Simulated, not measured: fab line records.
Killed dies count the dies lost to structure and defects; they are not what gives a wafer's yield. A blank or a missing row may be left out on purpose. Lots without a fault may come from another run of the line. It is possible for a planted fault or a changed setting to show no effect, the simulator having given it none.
A single fault, viewed from 3 desks / flow n5 finfet / each desk has only its own numbers; what lay behind them comes last

## THE DEFECT DESK
For each lot, the counts of the inspections along the route, averaged over the sampled wafers that have a number. The brackets show how far a lot's mean lies from the usual mean; more than 4 standard deviations puts the lot out of limits, marked OUT.
Columns: A = raw defect count at N5_BEOL_M5_INSPECT_30, usual 415
lot=L825; first seen here=day 7 17:47; A=563
lot=L834; first seen here=day 9 18:56; A=450
lot=L837; first seen here=day 10 20:49; A=387
lot=L841; first seen here=day 11 10:38; A=422
lot=L847; first seen here=day 13 11:34; A=420
lot=L848; first seen here=day 14 01:47; A=414
Finding of this desk: none of the 6 lots has anything out of limits.

## THE TOOL OWNER'S DESK: litho track-04
The tool's own readings at N5_BEOL_M5_COAT_74 (time 60 s, resist thk 5 nm): means of the sampled wafers that have a number, for each lot that ran on this tool. The brackets show how far a lot's mean lies from the usual mean; more than 4 standard deviations puts the lot out of limits, marked OUT.
Columns: A = chill plate temp C at N5_BEOL_M5_COAT_74, usual 23.02 C; B = spin speed rpm at N5_BEOL_M5_COAT_74, usual 1500.0 rpm
lot=L834; first seen here=day 9 18:27; A=23.12; B=1500.0
lot=L837; first seen here=day 10 20:27; A=23.06; B=1678.4 (+99 or more) OUT
lot=L841; first seen here=day 11 10:17; A=22.88; B=1677.0 (+99 or more) OUT
lot=L848; first seen here=day 14 01:18; A=22.99; B=1500.1
This desk's finding: out of limits on L837, L841; first on L837, day 10 20:27 (spin speed rpm at N5_BEOL_M5_COAT_74). L834, L848 stayed within limits.

## FROM THE METROLOGY DESK
What the gauges read for every lot (on any tool): the sampled wafers with a number, averaged. The brackets show how far a lot's mean lies from the usual mean; more than 4 standard deviations puts the lot out of limits, marked OUT.
Columns: A = cd nm at N5_BEOL_M5_CD_MEAS_18, usual 28.1 nm; B = cd nm at N5_BEOL_M5_CD_MEAS_28, usual 30.59 nm; C = V4_OVL at N5_BEOL_M5_OVL_MEAS_29, usual -0.2 nm
lot=L825; first seen here=day 7 16:06; A=28.1; B=30.44; C=-1.1
lot=L834; first seen here=day 9 17:52; A=28.2; B=30.55; C=-0.5
lot=L837; first seen here=day 10 20:25; A=28.2; B=30.61; C=0.2
lot=L841; first seen here=day 11 10:14; A=28.3; B=30.67; C=-0.6
lot=L847; first seen here=day 13 11:10; A=27.9; B=30.54; C=0.9
lot=L848; first seen here=day 14 01:16; A=28.0; B=30.59; C=0.1
Finding of this desk: none of the 6 lots has anything out of limits.

## ALL TOGETHER
The tool owner's desk could have raised an alarm at day 10 20:27, on L837, L841.
Nothing the defect desk looked at was out of limits.
Nothing out of limits was seen by the metrology desk.
The defect desk has L837, L841 on record, within its limits.
The metrology desk holds a record of L837, L841, inside its limits.
On litho track-04, each named lot ran N5_BEOL_M5_COAT_74.

## WHAT WAS PUT IN BY THE SIMULATOR
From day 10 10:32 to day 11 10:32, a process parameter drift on litho track-04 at N5_BEOL_M5_COAT_74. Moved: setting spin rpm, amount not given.
Lots struck among those shown: L837, L841.
Time in hours from fault onset to the first out-of-limits reading at each desk: the tool owner's desk, 10.
